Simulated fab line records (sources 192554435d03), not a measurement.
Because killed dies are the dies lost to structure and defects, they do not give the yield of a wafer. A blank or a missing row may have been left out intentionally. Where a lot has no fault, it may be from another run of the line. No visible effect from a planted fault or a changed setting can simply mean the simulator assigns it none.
Split-lot experiment | flow n5 finfet | on a route of 1938 steps: 7 lots, 21 wafers read

## THE SPLIT
At N5_BEOL_M6_EXPOSE_25 (exposes mask V5, target cd 40 nm), the setting dose mj was moved away from the recipe's 45 on 7 of the 21 wafers read, by -5.0% to +6.8%. For the rest of the wafers, this setting stayed at what the recipe calls for.

## FROM THE SPLIT TO THE READING: what the file shows between them, 2 steps
- N5_BEOL_M6_PEB_26: peb time 60 s
- N5_BEOL_M6_DEVELOP_27: develop time 30 s

## THE READING
cd nm (nm) at N5_BEOL_M6_CD_MEAS_28, where the cd target is 40 nm. Fault-free wafers of this fab line usually give 40.01 nm, standard deviation 0.23 nm.

wafer  | tool, chamber at the split | dose mj as run | against the recipe | cd nm, nm | against lot-mates on the recipe
L076.2 | euv scanner-02, 0          | 45             | recipe             | 39.72     | -
L076.3 | euv scanner-02, 0          | 45             | recipe             | 39.86     | -
L076.6 | euv scanner-02, 0          | 45             | recipe             | 40.09     | -
L077.1 | euv scanner-02, 0          | 45             | recipe             | 40.19     | -
L077.3 | euv scanner-02, 0          | 45             | recipe             | 40.12     | -
L077.5 | euv scanner-02, 0          | 43.45          | -3.4%              | 39.43     | -0.73
L089.1 | euv scanner-01, 0          | 45             | recipe             | 40.11     | -
L089.4 | euv scanner-01, 0          | 45             | recipe             | 39.99     | -
L089.5 | euv scanner-01, 0          | 45             | recipe             | 40.02     | -
L090.2 | euv scanner-01, 0          | 47.56          | +5.7%              | 41.11     | +1.41
L090.3 | euv scanner-01, 0          | 45             | recipe             | 39.60     | -
L090.6 | euv scanner-01, 0          | 45             | recipe             | 39.80     | -
L095.1 | euv scanner-01, 0          | 45             | recipe             | 40.50     | -
L095.2 | euv scanner-01, 0          | 45             | recipe             | 40.13     | -
L095.5 | euv scanner-01, 0          | 42.77          | -5.0%              | 38.78     | -1.53
L094.1 | euv scanner-02, 0          | 47.67          | +5.9%              | 41.52     | +1.72
L094.2 | euv scanner-02, 0          | 47.67          | +5.9%              | 41.32     | +1.52
L094.3 | euv scanner-02, 0          | 45             | recipe             | 39.80     | -
L097.4 | euv scanner-02, 0          | 48.08          | +6.8%              | 41.60     | +1.62
L097.5 | euv scanner-02, 0          | 48.08          | +6.8%              | 41.40     | +1.42
L097.6 | euv scanner-02, 0          | 45             | recipe             | 39.98     | -

FIT RESULTS
A straight line over all 21 wafers: cd nm changes by +0.222 nm for each +1% of dose mj; r = +0.96; the points scatter about the line by 0.21 nm.
The same after taking each lot's own level away (the mean of its wafers on the recipe; 21 wafers): +0.251 nm for each +1%; r = +0.98; scatter 0.15 nm.
Per that fit: largest dose mj move, reading shift of 1.7 nm.
Measured against the standard deviation above, the lots' own levels, which go from 39.700 to 40.315 nm, span 2.7 times it.
In other words, the slope is changed by the lot-to-lot level; the two fits disagree.
Check: with one of the wafers moved furthest among these (+6.8%) left out of the fit, the line predicts +1.73 nm for it against its lot-mates. Against them it came out at +1.62 nm.

## THE OTHER SPLITS THESE WAFERS WENT THROUGH
Other splits were also applied to these wafers ahead of the reading. Each is held against what the fit with the lots' levels taken away leaves over:
other split on the same wafers   | wafers away from the commonest value | r with cd nm (lot level and that fit taken away)
N5_BEOL_M4_TRENCH_ETCH_37 time s | 7                                    | +0.17
N5_BEOL_M5_ETCH_72 bias w        | 6                                    | +0.17
N5_BEOL_M5_COAT_22 spin rpm      | 7                                    | +0.14
N5_BEOL_M6_ETCH_62 time s        | 7                                    | -0.26

## THE WHOLE CHAIN: every reading that the file lists as answering this split, in the file's order
step                  | what it does                                                        | reading                                                        | change (the file's fit)               | r (the file's)
N5_BEOL_M6_CD_MEAS_28 | target cd 40 nm                                                     | cd nm                                                          | +0.253 nm for each +1% of the setting | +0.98
N5_BEOL_M6_DESCUM_33  | chemistry O2, time 7 s                                              | BEOL_M6.cd nm (the simulator's own value, which no gauge read) | +0.213 nm for each +1% of the setting | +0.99
N5_BEOL_M6_ETCH_72    | etches underlayer in N2/H2, target depth 6.5 nm, time 5.2 s         | BEOL_M6.cd nm (the simulator's own value, which no gauge read) | +0.201 nm for each +1% of the setting | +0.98
N5_BEOL_M6_ETCH_66    | etches SOC in N2/H2, target depth 80 nm, overetch 16 nm, time 120 s | BEOL_M6.cd nm (the simulator's own value, which no gauge read) | +0.17 nm for each +1% of the setting  | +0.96

## FILE'S OWN FIT
cd nm changes by +0.253 nm for each +1% of dose mj, r = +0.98.
